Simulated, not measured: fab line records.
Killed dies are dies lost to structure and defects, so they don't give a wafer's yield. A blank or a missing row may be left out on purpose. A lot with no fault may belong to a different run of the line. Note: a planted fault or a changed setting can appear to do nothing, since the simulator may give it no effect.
Which tool did it? || flow n5-finfet || 11 lots, 33 wafers sampled, at 4 steps of a route of 1938

## WHAT THE GAUGES READ, wafer by wafer
N5_BEOL_M14_THK_MEAS_50: measures by xrf. Usual: M14_THK gives 552 nm (standard deviation 11).
{"lot": "L201", "measured": "day 12 00:43", "on": "film-metro-01", "M14_THK (nm)": "565 576 539", "flag": ""}
{"lot": "L202", "measured": "day 11 22:15", "on": "film-metro-01", "M14_THK (nm)": "546 546 553", "flag": ""}
{"lot": "L203", "measured": "day 12 06:41", "on": "film-metro-01", "M14_THK (nm)": "557 547 547", "flag": ""}
{"lot": "L208", "measured": "day 13 04:57", "on": "film-metro-01", "M14_THK (nm)": "547 540 548", "flag": ""}
{"lot": "L212", "measured": "day 14 09:42", "on": "film-metro-01", "M14_THK (nm)": "538 539 556", "flag": ""}
{"lot": "L219", "measured": "day 15 12:11", "on": "film-metro-01", "M14_THK (nm)": "550 556 558", "flag": ""}
{"lot": "L220", "measured": "day 16 14:23", "on": "film-metro-02", "M14_THK (nm)": "546 552 544", "flag": ""}
{"lot": "L221", "measured": "day 16 23:36", "on": "film-metro-01", "M14_THK (nm)": "522 559 542", "flag": ""}
{"lot": "L222", "measured": "day 17 02:08", "on": "film-metro-01", "M14_THK (nm)": "564 549 567", "flag": ""}
{"lot": "L223", "measured": "day 17 11:22", "on": "film-metro-01", "M14_THK (nm)": "562 526 554", "flag": ""}
{"lot": "L224", "measured": "day 17 15:29", "on": "film-metro-02", "M14_THK (nm)": "554 549 544", "flag": ""}

## WHAT TOOL EACH LOT RAN ON (gives the tool, then ch and the chambers of the sampled wafers, and finally the start)
{"lot": "L201", "N5_BEOL_M14_TRENCH_ETCH_34": "rie-diel-02 ch 0,1,3, day 11 19:10", "N5_BEOL_M14_STRIP_37": "rie-diel-03 ch 0,1,3, day 11 22:47", "N5_BEOL_M14_SPUTTER_43": "pvd-sputter-01, day 11 23:39"}
{"lot": "L202", "N5_BEOL_M14_TRENCH_ETCH_34": "rie-diel-04 ch 0,1,2, day 11 19:19", "N5_BEOL_M14_STRIP_37": "rie-diel-02 ch 0,1,2, day 11 20:35", "N5_BEOL_M14_SPUTTER_43": "pvd-sputter-01, day 11 21:11"}
{"lot": "L203", "N5_BEOL_M14_TRENCH_ETCH_34": "rie-diel-04 ch 1,2, day 12 02:04", "N5_BEOL_M14_STRIP_37": "rie-diel-03 ch 2,3, day 12 05:08", "N5_BEOL_M14_SPUTTER_43": "pvd-sputter-03, day 12 05:37"}
{"lot": "L208", "N5_BEOL_M14_TRENCH_ETCH_34": "rie-diel-04 ch 1,2, day 12 23:26", "N5_BEOL_M14_STRIP_37": "rie-diel-04 ch 0,3, day 13 03:06", "N5_BEOL_M14_SPUTTER_43": "pvd-sputter-01, day 13 03:53"}
{"lot": "L212", "N5_BEOL_M14_TRENCH_ETCH_34": "rie-diel-03 ch 0,3, day 14 06:43", "N5_BEOL_M14_STRIP_37": "rie-diel-03 ch 0,1,2, day 14 08:07", "N5_BEOL_M14_SPUTTER_43": "pvd-sputter-01, day 14 08:39"}
{"lot": "L219", "N5_BEOL_M14_TRENCH_ETCH_34": "rie-diel-04 ch 1,2,3, day 15 09:58", "N5_BEOL_M14_STRIP_37": "rie-diel-03 ch 0,2,3, day 15 10:23", "N5_BEOL_M14_SPUTTER_43": "pvd-sputter-02, day 15 11:07"}
{"lot": "L220", "N5_BEOL_M14_TRENCH_ETCH_34": "rie-diel-04 ch 0,2,3, day 16 04:41", "N5_BEOL_M14_STRIP_37": "rie-diel-04 ch 1,2,3, day 16 12:20", "N5_BEOL_M14_SPUTTER_43": "pvd-sputter-03, day 16 13:17"}
{"lot": "L221", "N5_BEOL_M14_TRENCH_ETCH_34": "rie-diel-03 ch 0,2,3, day 16 21:57", "N5_BEOL_M14_STRIP_37": "rie-diel-04 ch 0,1,3, day 16 22:08", "N5_BEOL_M14_SPUTTER_43": "pvd-sputter-01, day 16 22:32"}
{"lot": "L222", "N5_BEOL_M14_TRENCH_ETCH_34": "rie-diel-02 ch 1,2, day 16 23:13", "N5_BEOL_M14_STRIP_37": "rie-diel-02 ch 0,1, day 17 00:24", "N5_BEOL_M14_SPUTTER_43": "pvd-sputter-01, day 17 01:05"}
{"lot": "L223", "N5_BEOL_M14_TRENCH_ETCH_34": "rie-diel-03 ch 0,2,3, day 17 04:23", "N5_BEOL_M14_STRIP_37": "rie-diel-02 ch 0,1, day 17 09:11", "N5_BEOL_M14_SPUTTER_43": "pvd-sputter-01, day 17 09:44"}
{"lot": "L224", "N5_BEOL_M14_TRENCH_ETCH_34": "rie-diel-04 ch 2,3, day 17 13:10", "N5_BEOL_M14_STRIP_37": "rie-diel-02 ch 1,2,3, day 17 14:00", "N5_BEOL_M14_SPUTTER_43": "pvd-sputter-01, day 17 14:25"}
- N5_BEOL_M14_TRENCH_ETCH_34: etches SiO2 in C4F8/O2/Ar, target depth 556.65 nm, time 126.9 s.
- N5_BEOL_M14_STRIP_37: strips in O2.
- N5_BEOL_M14_SPUTTER_43: material TaN, target thk 15 nm, time 24.19 s.

## WHAT THE TOOLS THEMSELVES READ (means of the sampled wafers that have a number; where no wafer has one, the mark that the record gives instead)
N5_BEOL_M14_TRENCH_ETCH_34. Usual: drypump-motor-current-A 5.8 A, standard deviation 0.36; oes-product-au 0.81 a.u., standard deviation 0.076; rf-vpp-V 2228 V, standard deviation 49; showerhead-plenum-p-Torr 3.46 Torr, standard deviation 0.12; throttle-valve-pct 30.85 %, standard deviation 0.16.
{"lot": "L201", "tool": "rie-diel-02", "drypump-motor-current-A (A)": 5.9, "oes-product-au (a.u.)": 0.83, "rf-vpp-V (V)": 2258, "showerhead-plenum-p-Torr (Torr)": 3.55, "throttle-valve-pct (%)": 30.69, "flag": ""}
{"lot": "L202", "tool": "rie-diel-04", "drypump-motor-current-A (A)": 5.8, "oes-product-au (a.u.)": 0.85, "rf-vpp-V (V)": 2242, "showerhead-plenum-p-Torr (Torr)": 3.54, "throttle-valve-pct (%)": 30.86, "flag": ""}
{"lot": "L203", "tool": "rie-diel-04", "drypump-motor-current-A (A)": 5.9, "oes-product-au (a.u.)": 0.81, "rf-vpp-V (V)": 2233, "showerhead-plenum-p-Torr (Torr)": 3.51, "throttle-valve-pct (%)": 30.85, "flag": ""}
{"lot": "L208", "tool": "rie-diel-04", "drypump-motor-current-A (A)": 5.9, "oes-product-au (a.u.)": 0.79, "rf-vpp-V (V)": 2232, "showerhead-plenum-p-Torr (Torr)": 3.50, "throttle-valve-pct (%)": 30.86, "flag": ""}
{"lot": "L212", "tool": "rie-diel-03", "drypump-motor-current-A (A)": 6.0, "oes-product-au (a.u.)": 0.81, "rf-vpp-V (V)": 2275, "showerhead-plenum-p-Torr (Torr)": 3.42, "throttle-valve-pct (%)": 30.86, "flag": ""}
{"lot": "L219", "tool": "rie-diel-04", "drypump-motor-current-A (A)": 5.8, "oes-product-au (a.u.)": 0.80, "rf-vpp-V (V)": 2196, "showerhead-plenum-p-Torr (Torr)": 3.41, "throttle-valve-pct (%)": 30.79, "flag": ""}
{"lot": "L220", "tool": "rie-diel-04", "drypump-motor-current-A (A)": 5.8, "oes-product-au (a.u.)": 0.82, "rf-vpp-V (V)": 2203, "showerhead-plenum-p-Torr (Torr)": 3.44, "throttle-valve-pct (%)": 30.82, "flag": ""}
{"lot": "L221", "tool": "rie-diel-03", "drypump-motor-current-A (A)": 5.6, "oes-product-au (a.u.)": 0.80, "rf-vpp-V (V)": 2259, "showerhead-plenum-p-Torr (Torr)": 3.39, "throttle-valve-pct (%)": 30.91, "flag": ""}
{"lot": "L222", "tool": "rie-diel-02", "drypump-motor-current-A (A)": 5.7, "oes-product-au (a.u.)": 0.80, "rf-vpp-V (V)": 2192, "showerhead-plenum-p-Torr (Torr)": 3.50, "throttle-valve-pct (%)": 30.74, "flag": ""}
{"lot": "L223", "tool": "rie-diel-03", "drypump-motor-current-A (A)": 5.6, "oes-product-au (a.u.)": 0.81, "rf-vpp-V (V)": 2259, "showerhead-plenum-p-Torr (Torr)": 3.39, "throttle-valve-pct (%)": 30.94, "flag": ""}
{"lot": "L224", "tool": "rie-diel-04", "drypump-motor-current-A (A)": 6.0, "oes-product-au (a.u.)": 0.83, "rf-vpp-V (V)": 2188, "showerhead-plenum-p-Torr (Torr)": 3.35, "throttle-valve-pct (%)": 30.81, "flag": ""}

N5_BEOL_M14_STRIP_37. Usual: drypump-motor-current-A 5.8 A, standard deviation 0.4; o2-flow-sccm 225.1 sccm, standard deviation 0.69; oes-product-au 0.83 a.u., standard deviation 0.075; rf-vpp-V 3.6 V, standard deviation 0.82; showerhead-plenum-p-Torr 2.10 Torr, standard deviation 0.077; throttle-valve-pct 16.53 %, standard deviation 0.16.
{"lot": "L201", "tool": "rie-diel-03", "drypump-motor-current-A (A)": 6.0, "o2-flow-sccm (sccm)": 225.6, "oes-product-au (a.u.)": 0.86, "rf-vpp-V (V)": 3.8, "showerhead-plenum-p-Torr (Torr)": 2.10, "throttle-valve-pct (%)": 16.53, "flag": ""}
{"lot": "L202", "tool": "rie-diel-02", "drypump-motor-current-A (A)": 5.8, "o2-flow-sccm (sccm)": 224.6, "oes-product-au (a.u.)": 0.84, "rf-vpp-V (V)": 4.2, "showerhead-plenum-p-Torr (Torr)": 2.11, "throttle-valve-pct (%)": 16.56, "flag": ""}
{"lot": "L203", "tool": "rie-diel-03", "drypump-motor-current-A (A)": 5.2, "o2-flow-sccm (sccm)": 225.1, "oes-product-au (a.u.)": 0.86, "rf-vpp-V (V)": 2.9, "showerhead-plenum-p-Torr (Torr)": 2.06, "throttle-valve-pct (%)": 16.51, "flag": ""}
{"lot": "L208", "tool": "rie-diel-04", "drypump-motor-current-A (A)": 5.5, "o2-flow-sccm (sccm)": 225.5, "oes-product-au (a.u.)": 0.80, "rf-vpp-V (V)": 2.7, "showerhead-plenum-p-Torr (Torr)": 2.08, "throttle-valve-pct (%)": 16.44, "flag": ""}
{"lot": "L212", "tool": "rie-diel-03", "drypump-motor-current-A (A)": 5.6, "o2-flow-sccm (sccm)": 225.8, "oes-product-au (a.u.)": 0.85, "rf-vpp-V (V)": 3.7, "showerhead-plenum-p-Torr (Torr)": 2.07, "throttle-valve-pct (%)": 16.55, "flag": ""}
{"lot": "L219", "tool": "rie-diel-03", "drypump-motor-current-A (A)": 5.6, "o2-flow-sccm (sccm)": 225.3, "oes-product-au (a.u.)": 0.82, "rf-vpp-V (V)": 3.9, "showerhead-plenum-p-Torr (Torr)": 2.05, "throttle-valve-pct (%)": 16.54, "flag": ""}
{"lot": "L220", "tool": "rie-diel-04", "drypump-motor-current-A (A)": 5.8, "o2-flow-sccm (sccm)": 225.3, "oes-product-au (a.u.)": 0.78, "rf-vpp-V (V)": 3.5, "showerhead-plenum-p-Torr (Torr)": 2.08, "throttle-valve-pct (%)": 16.61, "flag": ""}
{"lot": "L221", "tool": "rie-diel-04", "drypump-motor-current-A (A)": 5.6, "o2-flow-sccm (sccm)": 225.4, "oes-product-au (a.u.)": 0.75, "rf-vpp-V (V)": 3.4, "showerhead-plenum-p-Torr (Torr)": 2.12, "throttle-valve-pct (%)": 16.58, "flag": ""}
{"lot": "L222", "tool": "rie-diel-02", "drypump-motor-current-A (A)": 5.8, "o2-flow-sccm (sccm)": 225.4, "oes-product-au (a.u.)": 0.81, "rf-vpp-V (V)": 3.6, "showerhead-plenum-p-Torr (Torr)": 2.14, "throttle-valve-pct (%)": 16.55, "flag": ""}
{"lot": "L223", "tool": "rie-diel-02", "drypump-motor-current-A (A)": 5.7, "o2-flow-sccm (sccm)": 226.0, "oes-product-au (a.u.)": 0.82, "rf-vpp-V (V)": 4.1, "showerhead-plenum-p-Torr (Torr)": 2.18, "throttle-valve-pct (%)": 16.50, "flag": ""}
{"lot": "L224", "tool": "rie-diel-02", "drypump-motor-current-A (A)": 5.9, "o2-flow-sccm (sccm)": 225.1, "oes-product-au (a.u.)": 0.82, "rf-vpp-V (V)": 4.5, "showerhead-plenum-p-Torr (Torr)": 2.11, "throttle-valve-pct (%)": 16.49, "flag": ""}

N5_BEOL_M14_SPUTTER_43. Usual: cathode-dc-power-W 15000 W, standard deviation 3; throttle-valve-pct 29.6 %, standard deviation 1.1.
{"lot": "L201", "tool": "pvd-sputter-01", "cathode-dc-power-W (W)": 15000, "throttle-valve-pct (%)": 29.5, "flag": ""}
{"lot": "L202", "tool": "pvd-sputter-01", "cathode-dc-power-W (W)": 15001, "throttle-valve-pct (%)": 28.8, "flag": ""}
{"lot": "L203", "tool": "pvd-sputter-03", "cathode-dc-power-W (W)": 15001, "throttle-valve-pct (%)": 29.2, "flag": ""}
{"lot": "L208", "tool": "pvd-sputter-01", "cathode-dc-power-W (W)": 14149, "throttle-valve-pct (%)": 29.0, "flag": "OFF"}
{"lot": "L212", "tool": "pvd-sputter-01", "cathode-dc-power-W (W)": 14146, "throttle-valve-pct (%)": 29.4, "flag": "OFF"}
{"lot": "L219", "tool": "pvd-sputter-02", "cathode-dc-power-W (W)": 14999, "throttle-valve-pct (%)": 29.5, "flag": ""}
{"lot": "L220", "tool": "pvd-sputter-03", "cathode-dc-power-W (W)": 14998, "throttle-valve-pct (%)": 29.7, "flag": ""}
{"lot": "L221", "tool": "pvd-sputter-01", "cathode-dc-power-W (W)": 15000, "throttle-valve-pct (%)": 28.7, "flag": ""}
{"lot": "L222", "tool": "pvd-sputter-01", "cathode-dc-power-W (W)": 15001, "throttle-valve-pct (%)": 29.2, "flag": ""}
{"lot": "L223", "tool": "pvd-sputter-01", "cathode-dc-power-W (W)": 15000, "throttle-valve-pct (%)": 29.6, "flag": ""}
{"lot": "L224", "tool": "pvd-sputter-01", "cathode-dc-power-W (W)": 14999, "throttle-valve-pct (%)": 28.9, "flag": ""}

## THE ANSWER, worked out from the rows above alone
Rule: lot off if the mean of its wafers having a number is beyond 3 standard deviations from the usual mean. A lot without any number at a reading at which 4 lots or more have one is off too. Where the step has rows for the other lots, those lots are counted as sound. First the gauges in route order, then the tools' own readings, where a lot's mean is used as printed above. At the first step where some lot is off, the reading lying furthest off is the one used; lots without a number count as furthest.
Off: L208, L212 (N5_BEOL_M14_SPUTTER_43, cathode-dc-power-W).
If a tool, at that step or one of the process steps before it, ran each lot that is off and ran no sound lot following the first of them, it fits. None of those tried fits.

## WHAT THE SIMULATOR HAD INSERTED
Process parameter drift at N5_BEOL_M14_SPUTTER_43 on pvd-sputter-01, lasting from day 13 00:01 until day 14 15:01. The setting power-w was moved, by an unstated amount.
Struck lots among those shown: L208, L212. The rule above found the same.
